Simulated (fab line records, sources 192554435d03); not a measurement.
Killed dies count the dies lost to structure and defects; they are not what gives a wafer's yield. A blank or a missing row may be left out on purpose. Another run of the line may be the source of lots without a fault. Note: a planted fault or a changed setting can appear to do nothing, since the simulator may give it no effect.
Matching of chambers / flow n5Finfet / N5_BEOL_M3_ALD_98 on aldSin-03 has 4 sister chambers
The step deposits SiO2, target thk 2.5 nm, pulse time 1 s, co reactant pulse time 1 s. 4 wafers are shown with their chamber, then 7 later ones without.

== WAFERS, EACH WITH ITS CHAMBER ==
wafer=L087.2; chamber=0; heaterPowerW (W)=84
wafer=L087.5; chamber=3; heaterPowerW (W)=77
wafer=L088.1; chamber=2; heaterPowerW (W)=76
wafer=L088.3; chamber=1; heaterPowerW (W)=77

== WAFERS WHOSE CHAMBER IS MISSING ==
wafer=L088.6; heaterPowerW (W)=76
wafer=L093.1; heaterPowerW (W)=77
wafer=L093.2; heaterPowerW (W)=77
wafer=L093.6; heaterPowerW (W)=76
wafer=L096.1; heaterPowerW (W)=79
wafer=L096.2; heaterPowerW (W)=77
wafer=L096.4; heaterPowerW (W)=84

== WHICH CHAMBER EACH WENT THROUGH ==
wafer=L088.6; from the rows above=can't be placed: 2 or 1 or 3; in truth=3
wafer=L093.1; from the rows above=can't be placed: 1 or 3 or 2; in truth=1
wafer=L093.2; from the rows above=can't be placed: 1 or 3 or 2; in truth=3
wafer=L093.6; from the rows above=can't be placed: 2 or 1 or 3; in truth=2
wafer=L096.1; from the rows above=can't be placed: 1 or 3 or 2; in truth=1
wafer=L096.2; from the rows above=can't be placed: 1 or 3 or 2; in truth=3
wafer=L096.4; from the rows above=0; in truth=0
Correct placement for 1 of the 7. Cannot be placed on the basis of these rows: 6; the candidates contain the true chamber in 6. Number placed wrongly: 0.
How it was worked out, from the rows above alone: a wafer's distance from a chamber is the root of the sum, over the readings, of the square of ((its reading less the chamber's mean) divided by the reading's scatter). If the next closest chamber is less than 2 further off than the closest, the wafer can't be placed; otherwise it belongs to the closest. For every chamber, the mean is computed from those of its wafers that are shown. The scatter: root of mean squared gap, hidden wafer to nearest shown wafer, with one shown wafer a chamber.
